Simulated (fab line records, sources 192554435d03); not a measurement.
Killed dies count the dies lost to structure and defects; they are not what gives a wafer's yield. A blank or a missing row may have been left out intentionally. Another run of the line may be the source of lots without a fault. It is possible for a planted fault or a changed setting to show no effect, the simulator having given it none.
Matching of chambers	flow n5 finfet	4 sister chambers for N5_MOL_CONTACT_COAG_ETCH_91 on rie diel-02
The step etches SOC in N2/H2, target depth 60 nm, overetch 21 nm, time 101.2 s. 14 wafers are shown with their chamber, then 7 later ones without.

== EACH WAFER AND ITS CHAMBER ==
wafer	chamber	drypump motor current A (A)	showerhead plenum p Torr (Torr)	throttle valve pct (%)
L079.2	0	5.46	2.43	17.86
L079.4	1	4.93	2.50	17.78
L079.5	1	4.92	2.50	17.79
L082.1	3	5.41	2.44	18.21
L082.4	1	4.94	2.49	17.79
L082.5	0	5.41	2.42	17.89
L089.1	2	5.80	2.59	17.53
L089.2	1	4.93	2.49	17.37
L089.3	0	5.45	2.42	17.90
L091.2	0	5.43	2.42	17.91
L091.4	2	5.81	2.59	17.53
L091.6	1	4.93	2.49	17.39
L092.2	2	5.81	2.59	17.55
L092.3	3	5.39	2.43	18.22

SIGNATURES, as means of the wafers listed above
reading	chamber 0	chamber 1	chamber 2	chamber 3	scatter within a chamber
drypump motor current A	5.4375	4.9300	5.8067	5.4000	0.0139
showerhead plenum p Torr	2.4225	2.4940	2.5900	2.4350	0.00495
throttle valve pct	17.8900	17.6240	17.5367	18.2150	0.142
Rule: a wafer lies at a distance from a chamber equal to the root of the sum of squares, over the readings, of (its reading less the chamber's mean, divided by the reading's scatter). The wafer belongs to the nearest chamber; if the next one is less than 2 further off, it can't be placed. The scatter: take each reading less its chamber's mean, square it, sum over the shown wafers, divide by the number of wafers less the number of chambers, and take the root.

== WAFERS MISSING THEIR CHAMBER ==
wafer	drypump motor current A (A)	showerhead plenum p Torr (Torr)	throttle valve pct (%)
L092.6	5.39	2.43	18.25
L095.2	5.47	2.41	17.94
L095.4	5.38	2.42	18.26
L095.5	5.80	2.59	17.56
L096.1	5.38	2.42	18.26
L096.4	5.48	2.41	17.94
L096.5	5.41	2.42	18.25

== EACH ONE'S CHAMBER ==
wafer	from the rows above	in truth
L092.6	3	3
L095.2	0	0
L095.4	can't be placed: 3 or 0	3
L095.5	2	2
L096.1	can't be placed: 3 or 0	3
L096.4	0	0
L096.5	can't be placed: 3 or 0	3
Correctly placed: 4 of 7. Cannot be placed on the basis of these rows: 3; the candidates contain the true chamber in 3. Placed wrongly: 0.
